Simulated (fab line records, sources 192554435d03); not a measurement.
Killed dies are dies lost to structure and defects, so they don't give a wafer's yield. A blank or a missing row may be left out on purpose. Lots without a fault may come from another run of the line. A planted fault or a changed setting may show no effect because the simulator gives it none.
Problem report in the 8D (eight disciplines) form, filled by code | flow n5_finfet | the parts of the form that need people (team, actions taken, sign-off) are left out

1. THE PROBLEM
rf_fwd_power_W at N5_PASSIVATION_VIA_ETCH_13 reads a mean of 493.0 W on 6 wafers of 2 lots; wafers without a fault read 647.5 W with a standard deviation of 1.9. That is -81 standard deviations from the usual mean.
The step: etches SiO2 in CHF3/O2, target depth 660 nm, time 330 s.
First seen on wafer L454.4, day 16 02:02, on rie_diel-03. The record holds 30 wafers of 11 lots with a number at this step. Rule for "out", or "out of limits": more than 4 standard deviations from the usual mean. The other wafers with a number count as sound.

2. WHAT IT IS AND WHAT IT IS NOT
question                    | is                                          | is not
which readings at this step | rf_fwd_power_W, etch_rf_on_time_s, rf_vpp_V | drypump_motor_current_A, oes_product_au, showerhead_plenum_p_Torr
which lots                  | L452, L454                                  | L439, L440, L441, L450, L455, L459, L460, L461, L462
which wafers of those lots  | all that have a number                      | -
read on which tools         | rie_diel-03                                 | rie_diel-02, rie_diel-04
when                        | from day 16 02:02                           | up to then (11 sound wafers); but 13 sound wafers of L455, L459, L460, L461, L462 came after

3. SUSPECTS, AND WHAT RULES EACH OUT
Counting: a tool at a process step up to the reading stays a suspect if it ran every lot that is out and no sound lot after the first of them.
- rie_diel-03 at N5_PASSIVATION_DESCUM_12 (chemistry O2, time 7.9 s): kept. It ran every lot that is out, first L454 (day 16 01:53), and no sound lot after that; its last sound lot up to then is L450 (day 15 22:00).
- rie_diel-03 at N5_PASSIVATION_VIA_ETCH_13 (etches SiO2 in CHF3/O2, target depth 660 nm, time 330 s): kept. It ran every lot that is out, first L454 (day 16 02:02), and no sound lot after that; its last sound lot up to then is L450 (day 15 22:10). Its own readings are out on those wafers: etch_rf_on_time_s, rf_fwd_power_W, rf_vpp_V.
Left after counting: rie_diel-03 at N5_PASSIVATION_DESCUM_12, rie_diel-03 at N5_PASSIVATION_VIA_ETCH_13.

4. THE CAUSE (what the simulator had put in)
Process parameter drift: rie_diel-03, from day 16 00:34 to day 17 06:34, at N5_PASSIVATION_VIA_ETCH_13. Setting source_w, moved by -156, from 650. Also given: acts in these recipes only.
Counting left 2 suspects, and this tool is among them.

5. THE CHAIN OF EFFECTS, in route order
Each row: a reading whose mean over the struck wafers that have a number lies more than 3 standard deviations from the usual. Only readings for which the record gives a usual standard deviation are gone through. hours: the time from each lot's start at the first step in this table that gives one to its start at this step, as a median over the lots. sigmas: the change in usual standard deviations.
hours | step                       | reading           | usual     | on struck wafers | change | sigmas
0     | N5_PASSIVATION_VIA_ETCH_13 | etch_rf_on_time_s | 235 s     | 262              | +27    | +5.2
0     | N5_PASSIVATION_VIA_ETCH_13 | oes_f_703_au      | 0.80 a.u. | 0.58             | -0.22  | -3.0
0     | N5_PASSIVATION_VIA_ETCH_13 | rf_fwd_power_W    | 647.5 W   | 493.0            | -154.5 | -81
0     | N5_PASSIVATION_VIA_ETCH_13 | rf_vpp_V          | 520 V     | 589              | +69    | +7.0
The process steps in it:
- N5_PASSIVATION_VIA_ETCH_13: etches SiO2 in CHF3/O2, target depth 660 nm, time 330 s.

6. WHAT WOULD HAVE CAUGHT IT SOONER
In this record the first reading out of limits was taken at day 16 02:02, 1 hour after the fault began at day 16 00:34.
